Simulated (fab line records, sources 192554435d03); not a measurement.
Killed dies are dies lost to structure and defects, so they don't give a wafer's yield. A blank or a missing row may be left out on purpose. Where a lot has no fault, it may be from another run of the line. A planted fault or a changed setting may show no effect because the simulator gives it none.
2 desks looking at one fault	flow n5 finfet	each desk holds nothing but its own numbers, with what lay behind them at the end

## TOOL OWNER'S DESK, rie diel-04
The tool's own readings at N5_BEOL_M0_SAQP_STRIP_108 (strips in N2/H2): means of the sampled wafers that have a number, for each lot that ran on this tool. Any lot whose mean is over 4 standard deviations away from the usual mean is out of limits and marked OUT; that distance is given in the brackets. It has 9 readings; the 7 that lie furthest out on some lot are the ones shown.
Columns: A = chamber pressure mTorr at N5_BEOL_M0_SAQP_STRIP_108, usual 49.99 mTorr; B = drypump motor current A at N5_BEOL_M0_SAQP_STRIP_108, usual 5.8 A; C = n2 flow sccm at N5_BEOL_M0_SAQP_STRIP_108, usual 300.0 sccm; D = oes product au at N5_BEOL_M0_SAQP_STRIP_108, usual 0.79 a.u.; E = showerhead plenum p Torr at N5_BEOL_M0_SAQP_STRIP_108, usual 3.34 Torr; F = temp c at N5_BEOL_M0_SAQP_STRIP_108, usual 39.98 C; G = throttle valve pct at N5_BEOL_M0_SAQP_STRIP_108, usual 18.89 %
lot	first seen here	A	B	C	D	E	F	G
L976	day 6 15:27	50.01	6.0	300.0	0.76	3.32	40.14	18.93
L978	day 6 15:50	50.03	6.0	299.5	0.77	3.32	39.94	18.93
L984	day 8 11:05	50.05	6.3	299.8	0.84	3.17	39.97	18.77
L985	day 8 14:46	50.00	6.2	300.7	0.78	3.25	39.91	18.86
L992	day 10 06:41	49.96	5.7	299.8	0.95	3.38	39.93	18.65
This desk's finding: nothing out of limits on any of the 5 lots.

## AT THE METROLOGY DESK
What the gauges read, lot by lot, whatever tool the lot ran on: means of the sampled wafers that have a number. Any lot whose mean is over 4 standard deviations away from the usual mean is out of limits and marked OUT; that distance is given in the brackets. It has 10 readings; the 7 that lie furthest out on some lot are the ones shown.
Columns: A = DIBL_N at N5_BEOL_M4_RC_MEAS_101, usual 36.0 mV/V; B = DIBL_P at N5_BEOL_M4_RC_MEAS_101, usual 36.2 mV/V; C = IOFF_N at N5_BEOL_M4_RC_MEAS_101, usual 0.16 nA/um; D = IOFF_P at N5_BEOL_M4_RC_MEAS_101, usual 0.21 nA/um; E = SS_N at N5_BEOL_M4_RC_MEAS_101, usual 71.4 mV/dec; F = SS_P at N5_BEOL_M4_RC_MEAS_101, usual 73.3 mV/dec; G = VT_P at N5_BEOL_M4_RC_MEAS_101, usual -251 mV
lot	first seen here	A	B	C	D	E	F	G
L976	day 9 03:38	35.2	33.5	0.13	0.18	70.7	73.2	-252
L978	day 9 14:35	34.1	35.4	0.16	0.23	70.6	72.4	-246
L985	day 11 10:43	33.6	34.0	0.14	0.20	71.0	72.5	-251
L984	day 11 11:17	37.1	38.4	0.18	0.26	71.6	73.6	-247
L991	day 12 03:20	34.8	34.2	0.12	0.15	70.8	72.4	-256
L992	day 12 16:13	37.6	38.8	0.18	0.23	71.9	73.4	-249
L994	day 13 18:41	37.2	38.5	0.18	0.23	71.8	74.2	-251
This desk's finding: nothing out of limits on any of the 7 lots.

## TAKEN TOGETHER
The tool owner's desk saw nothing out of limits.
Metrology desk: nothing out of limits seen.

## WHAT HAD BEEN PUT IN BY THE SIMULATOR
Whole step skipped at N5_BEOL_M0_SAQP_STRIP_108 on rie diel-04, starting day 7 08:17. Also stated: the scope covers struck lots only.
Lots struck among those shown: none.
